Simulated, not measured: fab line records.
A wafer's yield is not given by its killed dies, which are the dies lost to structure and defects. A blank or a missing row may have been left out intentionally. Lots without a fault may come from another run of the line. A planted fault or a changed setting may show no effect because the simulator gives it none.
Matching of chambers || flow nand-harc || NHARC_A_STAIRCASE_TRIM_196 on rie-diel-12: 4 sister chambers
The step chemistry O2, time 211.2 s. 22 wafers are shown with their chamber, then 11 later ones without.

## WAFERS PAIRED WITH THEIR CHAMBERS
{"wafer": "L074.1", "chamber": 0, "drypump-motor-current-A (A)": 6.3, "showerhead-plenum-p-Torr (Torr)": 3.80, "oes-product-au (a.u.)": 1.010}
{"wafer": "L074.3", "chamber": 3, "drypump-motor-current-A (A)": 5.6, "showerhead-plenum-p-Torr (Torr)": 3.61, "oes-product-au (a.u.)": 0.990}
{"wafer": "L074.5", "chamber": 3, "drypump-motor-current-A (A)": 5.6, "showerhead-plenum-p-Torr (Torr)": 3.61, "oes-product-au (a.u.)": 0.996}
{"wafer": "L075.2", "chamber": 1, "drypump-motor-current-A (A)": 5.8, "showerhead-plenum-p-Torr (Torr)": 3.73, "oes-product-au (a.u.)": 1.011}
{"wafer": "L075.4", "chamber": 3, "drypump-motor-current-A (A)": 5.6, "showerhead-plenum-p-Torr (Torr)": 3.60, "oes-product-au (a.u.)": 0.990}
{"wafer": "L075.5", "chamber": 2, "drypump-motor-current-A (A)": 5.3, "showerhead-plenum-p-Torr (Torr)": 3.46, "oes-product-au (a.u.)": 1.001}
{"wafer": "L077.2", "chamber": 1, "drypump-motor-current-A (A)": 5.8, "showerhead-plenum-p-Torr (Torr)": 3.73, "oes-product-au (a.u.)": 1.003}
{"wafer": "L077.3", "chamber": 3, "drypump-motor-current-A (A)": 5.7, "showerhead-plenum-p-Torr (Torr)": 3.60, "oes-product-au (a.u.)": 0.989}
{"wafer": "L077.6", "chamber": 0, "drypump-motor-current-A (A)": 6.3, "showerhead-plenum-p-Torr (Torr)": 3.79, "oes-product-au (a.u.)": 0.995}
{"wafer": "L081.1", "chamber": 1, "drypump-motor-current-A (A)": 5.8, "showerhead-plenum-p-Torr (Torr)": 3.72, "oes-product-au (a.u.)": 1.012}
{"wafer": "L081.4", "chamber": 3, "drypump-motor-current-A (A)": 5.7, "showerhead-plenum-p-Torr (Torr)": 3.59, "oes-product-au (a.u.)": 0.990}
{"wafer": "L081.6", "chamber": 2, "drypump-motor-current-A (A)": 5.3, "showerhead-plenum-p-Torr (Torr)": 3.45, "oes-product-au (a.u.)": 0.997}
{"wafer": "L085.1", "chamber": 1, "drypump-motor-current-A (A)": 5.8, "showerhead-plenum-p-Torr (Torr)": 3.71, "oes-product-au (a.u.)": 1.001}
{"wafer": "L085.4", "chamber": 3, "drypump-motor-current-A (A)": 5.6, "showerhead-plenum-p-Torr (Torr)": 3.59, "oes-product-au (a.u.)": 0.995}
{"wafer": "L085.6", "chamber": 3, "drypump-motor-current-A (A)": 5.7, "showerhead-plenum-p-Torr (Torr)": 3.59, "oes-product-au (a.u.)": 1.010}
{"wafer": "L086.2", "chamber": 1, "drypump-motor-current-A (A)": 5.8, "showerhead-plenum-p-Torr (Torr)": 3.71, "oes-product-au (a.u.)": 0.997}
{"wafer": "L086.4", "chamber": 2, "drypump-motor-current-A (A)": 5.3, "showerhead-plenum-p-Torr (Torr)": 3.45, "oes-product-au (a.u.)": 0.993}
{"wafer": "L086.6", "chamber": 0, "drypump-motor-current-A (A)": 6.3, "showerhead-plenum-p-Torr (Torr)": 3.78, "oes-product-au (a.u.)": 0.996}
{"wafer": "L089.1", "chamber": 2, "drypump-motor-current-A (A)": 5.3, "showerhead-plenum-p-Torr (Torr)": 3.44, "oes-product-au (a.u.)": 0.988}
{"wafer": "L089.2", "chamber": 0, "drypump-motor-current-A (A)": 6.3, "showerhead-plenum-p-Torr (Torr)": 3.77, "oes-product-au (a.u.)": 0.993}
{"wafer": "L089.4", "chamber": 1, "drypump-motor-current-A (A)": 5.8, "showerhead-plenum-p-Torr (Torr)": 3.71, "oes-product-au (a.u.)": 0.998}
{"wafer": "L090.2", "chamber": 1, "drypump-motor-current-A (A)": 5.8, "showerhead-plenum-p-Torr (Torr)": 3.71, "oes-product-au (a.u.)": 1.000}

SIGNATURES (means of the wafers above)
{"reading": "drypump-motor-current-A", "chamber 0": 6.300, "chamber 1": 5.800, "chamber 2": 5.300, "chamber 3": 5.643, "scatter within a chamber": 0.0309}
{"reading": "showerhead-plenum-p-Torr", "chamber 0": 3.7850, "chamber 1": 3.7171, "chamber 2": 3.4500, "chamber 3": 3.5986, "scatter within a chamber": 0.0098}
{"reading": "oes-product-au", "chamber 0": 0.99850, "chamber 1": 1.00314, "chamber 2": 0.99475, "chamber 3": 0.99429, "scatter within a chamber": 0.00677}
Rule: a wafer lies at a distance from a chamber equal to the root of the sum of squares, over the readings, of (its reading less the chamber's mean, divided by the reading's scatter). The wafer belongs to the nearest chamber; if the next one is less than 2 further off, it can't be placed. The scatter: take each reading less its chamber's mean, square it, sum over the shown wafers, divide by the number of wafers less the number of chambers, and take the root.

## WAFERS WHOSE CHAMBER IS MISSING
{"wafer": "L090.3", "drypump-motor-current-A (A)": 6.3, "showerhead-plenum-p-Torr (Torr)": 3.77, "oes-product-au (a.u.)": 0.989}
{"wafer": "L090.5", "drypump-motor-current-A (A)": 6.3, "showerhead-plenum-p-Torr (Torr)": 3.77, "oes-product-au (a.u.)": 1.004}
{"wafer": "L088.1", "drypump-motor-current-A (A)": 5.8, "showerhead-plenum-p-Torr (Torr)": 3.71, "oes-product-au (a.u.)": 0.995}
{"wafer": "L088.4", "drypump-motor-current-A (A)": 5.4, "showerhead-plenum-p-Torr (Torr)": 3.44, "oes-product-au (a.u.)": 0.979}
{"wafer": "L088.6", "drypump-motor-current-A (A)": 6.3, "showerhead-plenum-p-Torr (Torr)": 3.77, "oes-product-au (a.u.)": 0.990}
{"wafer": "L095.1", "drypump-motor-current-A (A)": 5.8, "showerhead-plenum-p-Torr (Torr)": 3.69, "oes-product-au (a.u.)": 0.996}
{"wafer": "L095.3", "drypump-motor-current-A (A)": 5.6, "showerhead-plenum-p-Torr (Torr)": 3.57, "oes-product-au (a.u.)": 0.998}
{"wafer": "L095.6", "drypump-motor-current-A (A)": 5.3, "showerhead-plenum-p-Torr (Torr)": 3.43, "oes-product-au (a.u.)": 0.992}
{"wafer": "L096.2", "drypump-motor-current-A (A)": 6.3, "showerhead-plenum-p-Torr (Torr)": 3.76, "oes-product-au (a.u.)": 1.007}
{"wafer": "L096.5", "drypump-motor-current-A (A)": 5.3, "showerhead-plenum-p-Torr (Torr)": 3.43, "oes-product-au (a.u.)": 1.010}
{"wafer": "L096.6", "drypump-motor-current-A (A)": 5.6, "showerhead-plenum-p-Torr (Torr)": 3.57, "oes-product-au (a.u.)": 1.005}

## CHAMBER TAKEN BY EACH
{"wafer": "L090.3", "from the rows above": 0, "in truth": 0}
{"wafer": "L090.5", "from the rows above": 0, "in truth": 0}
{"wafer": "L088.1", "from the rows above": 1, "in truth": 1}
{"wafer": "L088.4", "from the rows above": 2, "in truth": 2}
{"wafer": "L088.6", "from the rows above": 0, "in truth": 0}
{"wafer": "L095.1", "from the rows above": 1, "in truth": 1}
{"wafer": "L095.3", "from the rows above": 3, "in truth": 3}
{"wafer": "L095.6", "from the rows above": 2, "in truth": 2}
{"wafer": "L096.2", "from the rows above": 0, "in truth": 0}
{"wafer": "L096.5", "from the rows above": 2, "in truth": 2}
{"wafer": "L096.6", "from the rows above": 3, "in truth": 3}
Correct placement for 11 of the 11. Left unplaced by these rows: 0. 0 placed wrongly.
